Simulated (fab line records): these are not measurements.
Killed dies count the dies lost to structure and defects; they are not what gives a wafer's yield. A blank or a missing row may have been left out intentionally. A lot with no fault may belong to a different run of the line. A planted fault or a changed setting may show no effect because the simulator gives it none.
Chamber matching / flow n5_finfet / N5_BEOL_M4_ETCH_77 on rie_diel-05 has 4 sister chambers
The step etches underlayer in N2/H2, target depth 6.5 nm, time 5.2 s. 20 wafers are shown with their chamber, then 10 later ones without.

## WAFERS PAIRED WITH THEIR CHAMBERS
wafer=L075.2; chamber=1; drypump_motor_current_A (A)=6.1; etch_rf_on_time_s (s)=5.17; throttle_valve_pct (%)=17.65
wafer=L075.4; chamber=1; drypump_motor_current_A (A)=6.1; etch_rf_on_time_s (s)=5.11; throttle_valve_pct (%)=17.68
wafer=L075.6; chamber=0; drypump_motor_current_A (A)=5.7; etch_rf_on_time_s (s)=5.13; throttle_valve_pct (%)=17.88
wafer=L074.3; chamber=2; drypump_motor_current_A (A)=5.1; etch_rf_on_time_s (s)=5.39; throttle_valve_pct (%)=17.75
wafer=L074.5; chamber=2; drypump_motor_current_A (A)=5.1; etch_rf_on_time_s (s)=5.33; throttle_valve_pct (%)=17.75
wafer=L074.6; chamber=0; drypump_motor_current_A (A)=5.7; etch_rf_on_time_s (s)=5.10; throttle_valve_pct (%)=17.89
wafer=L078.1; chamber=1; drypump_motor_current_A (A)=6.0; etch_rf_on_time_s (s)=5.10; throttle_valve_pct (%)=17.68
wafer=L078.5; chamber=2; drypump_motor_current_A (A)=5.1; etch_rf_on_time_s (s)=5.38; throttle_valve_pct (%)=17.74
wafer=L078.6; chamber=0; drypump_motor_current_A (A)=5.7; etch_rf_on_time_s (s)=5.25; throttle_valve_pct (%)=17.90
wafer=L079.1; chamber=2; drypump_motor_current_A (A)=5.1; etch_rf_on_time_s (s)=5.32; throttle_valve_pct (%)=17.76
wafer=L079.2; chamber=0; drypump_motor_current_A (A)=5.7; etch_rf_on_time_s (s)=5.17; throttle_valve_pct (%)=17.89
wafer=L079.3; chamber=2; drypump_motor_current_A (A)=5.1; etch_rf_on_time_s (s)=5.32; throttle_valve_pct (%)=17.78
wafer=L083.2; chamber=1; drypump_motor_current_A (A)=6.1; etch_rf_on_time_s (s)=5.18; throttle_valve_pct (%)=17.68
wafer=L083.4; chamber=1; drypump_motor_current_A (A)=6.1; etch_rf_on_time_s (s)=5.08; throttle_valve_pct (%)=17.69
wafer=L083.6; chamber=1; drypump_motor_current_A (A)=6.1; etch_rf_on_time_s (s)=5.12; throttle_valve_pct (%)=17.71
wafer=L090.3; chamber=0; drypump_motor_current_A (A)=5.7; etch_rf_on_time_s (s)=5.04; throttle_valve_pct (%)=17.41
wafer=L090.4; chamber=1; drypump_motor_current_A (A)=6.0; etch_rf_on_time_s (s)=5.05; throttle_valve_pct (%)=17.72
wafer=L090.6; chamber=0; drypump_motor_current_A (A)=5.7; etch_rf_on_time_s (s)=4.91; throttle_valve_pct (%)=17.41
wafer=L094.2; chamber=3; drypump_motor_current_A (A)=5.6; etch_rf_on_time_s (s)=5.28; throttle_valve_pct (%)=18.06
wafer=L094.4; chamber=0; drypump_motor_current_A (A)=5.8; etch_rf_on_time_s (s)=5.03; throttle_valve_pct (%)=17.43

SIGNATURES, as means of the wafers listed above
reading=drypump_motor_current_A; chamber 0=5.714; chamber 1=6.071; chamber 2=5.100; chamber 3=5.600; scatter within a chamber=0.0378
reading=etch_rf_on_time_s; chamber 0=5.0900; chamber 1=5.1157; chamber 2=5.3480; chamber 3=5.2800; scatter within a chamber=0.0749
reading=throttle_valve_pct; chamber 0=17.6871; chamber 1=17.6871; chamber 2=17.7560; chamber 3=18.0600; scatter within a chamber=0.156
Rule: for a wafer and a chamber, the distance is found by dividing, reading by reading, the gap between the wafer's reading and the chamber's mean by the reading's scatter, squaring, summing and taking the root. If the next closest chamber is less than 2 further off than the closest, the wafer can't be placed; otherwise it belongs to the closest. The scatter: the root of (the sum of the squares of (reading less its chamber's mean) over the shown wafers, divided by (wafers less chambers)).

## WAFERS WITHOUT THEIR CHAMBER
wafer=L094.5; drypump_motor_current_A (A)=6.1; etch_rf_on_time_s (s)=5.05; throttle_valve_pct (%)=17.75
wafer=L095.3; drypump_motor_current_A (A)=6.1; etch_rf_on_time_s (s)=5.05; throttle_valve_pct (%)=17.73
wafer=L095.5; drypump_motor_current_A (A)=5.6; etch_rf_on_time_s (s)=5.15; throttle_valve_pct (%)=18.07
wafer=L095.6; drypump_motor_current_A (A)=5.7; etch_rf_on_time_s (s)=5.05; throttle_valve_pct (%)=17.43
wafer=L096.1; drypump_motor_current_A (A)=5.7; etch_rf_on_time_s (s)=5.12; throttle_valve_pct (%)=17.46
wafer=L096.4; drypump_motor_current_A (A)=6.1; etch_rf_on_time_s (s)=5.19; throttle_valve_pct (%)=17.75
wafer=L096.5; drypump_motor_current_A (A)=5.6; etch_rf_on_time_s (s)=5.24; throttle_valve_pct (%)=18.09
wafer=L097.1; drypump_motor_current_A (A)=5.7; etch_rf_on_time_s (s)=5.15; throttle_valve_pct (%)=17.46
wafer=L097.5; drypump_motor_current_A (A)=5.6; etch_rf_on_time_s (s)=5.25; throttle_valve_pct (%)=18.09
wafer=L097.6; drypump_motor_current_A (A)=5.1; etch_rf_on_time_s (s)=5.23; throttle_valve_pct (%)=17.37

## WHICH CHAMBER EACH ONE RAN IN
wafer=L094.5; from the rows above=1; in truth=1
wafer=L095.3; from the rows above=1; in truth=1
wafer=L095.5; from the rows above=3; in truth=3
wafer=L095.6; from the rows above=0; in truth=0
wafer=L096.1; from the rows above=0; in truth=0
wafer=L096.4; from the rows above=1; in truth=1
wafer=L096.5; from the rows above=3; in truth=3
wafer=L097.1; from the rows above=0; in truth=0
wafer=L097.5; from the rows above=3; in truth=3
wafer=L097.6; from the rows above=2; in truth=2
Placed correctly: 10 of 10. Number that these rows cannot place: 0. Placed wrongly: 0.
